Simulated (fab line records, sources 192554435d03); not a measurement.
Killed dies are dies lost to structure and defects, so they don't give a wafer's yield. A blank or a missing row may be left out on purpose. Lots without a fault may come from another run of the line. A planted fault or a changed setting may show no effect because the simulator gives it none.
Chamber matching | flow n5_finfet | N5_BEOL_M0_SAQP_ETCH_102 on rie_si-06: 4 sister chambers
The step etches SiO2 in CF4, target depth 4 nm, time 4.4 s. 18 wafers are shown with their chamber, then 9 later ones without.

WAFERS WITH THEIR CHAMBER
wafer  | chamber | throttle_valve_pct (%) | drypump_motor_current_A (A) | oes_product_au (a.u.)
L079.1 | 1       | 22.05                  | 4.8                         | 1.007
L079.2 | 0       | 21.81                  | 5.4                         | 1.003
L079.4 | 2       | 21.39                  | 6.5                         | 1.030
L082.2 | 1       | 22.04                  | 4.8                         | 0.997
L082.4 | 0       | 21.80                  | 5.4                         | 0.988
L082.6 | 3       | 22.21                  | 5.5                         | 0.955
L085.1 | 0       | 21.83                  | 5.4                         | 0.989
L085.4 | 1       | 22.04                  | 4.8                         | 0.995
L085.5 | 0       | 21.80                  | 5.4                         | 0.992
L087.3 | 3       | 22.23                  | 5.5                         | 0.967
L087.4 | 0       | 21.82                  | 5.4                         | 0.992
L087.6 | 3       | 22.23                  | 5.5                         | 0.969
L088.2 | 3       | 22.22                  | 5.5                         | 0.972
L088.3 | 1       | 22.04                  | 4.8                         | 1.005
L088.5 | 1       | 22.05                  | 4.7                         | 0.994
L089.1 | 2       | 21.38                  | 6.4                         | 1.025
L089.2 | 0       | 21.79                  | 5.4                         | 1.005
L089.4 | 1       | 22.04                  | 4.8                         | 0.994

SIGNATURES (means of the wafers above)
reading                 | chamber 0 | chamber 1 | chamber 2 | chamber 3 | scatter within a chamber
throttle_valve_pct      | 21.8083   | 22.0433   | 21.3850   | 22.2225   | 0.0105
drypump_motor_current_A | 5.400     | 4.783     | 6.450     | 5.500     | 0.0309
oes_product_au          | 0.99483   | 0.99867   | 1.02750   | 0.96575   | 0.00663
Rule: a wafer's distance from a chamber is the root of the sum, over the readings, of the square of ((its reading less the chamber's mean) divided by the reading's scatter). The wafer belongs to the nearest chamber; if the next one is less than 2 further off, it can't be placed. The scatter: the root of (the sum of the squares of (reading less its chamber's mean) over the shown wafers, divided by (wafers less chambers)).

WAFERS WITHOUT THEIR CHAMBER
wafer  | throttle_valve_pct (%) | drypump_motor_current_A (A) | oes_product_au (a.u.)
L091.1 | 21.38                  | 6.5                         | 1.030
L091.3 | 22.23                  | 5.5                         | 0.970
L091.4 | 21.81                  | 5.4                         | 1.002
L094.1 | 21.80                  | 5.4                         | 0.983
L094.4 | 22.03                  | 4.8                         | 0.983
L094.6 | 22.21                  | 5.5                         | 0.959
L097.1 | 22.24                  | 5.5                         | 0.962
L097.2 | 22.04                  | 4.8                         | 0.997
L097.6 | 21.38                  | 6.5                         | 1.009

WHICH CHAMBER EACH WENT THROUGH
wafer  | from the rows above | in truth
L091.1 | 2                   | 2
L091.3 | 3                   | 3
L091.4 | 0                   | 0
L094.1 | 0                   | 0
L094.4 | 1                   | 1
L094.6 | 3                   | 3
L097.1 | 3                   | 3
L097.2 | 1                   | 1
L097.6 | 2                   | 2
Placed correctly: 9 of 9. Can't be placed from these rows: 0. Placed wrongly: 0.
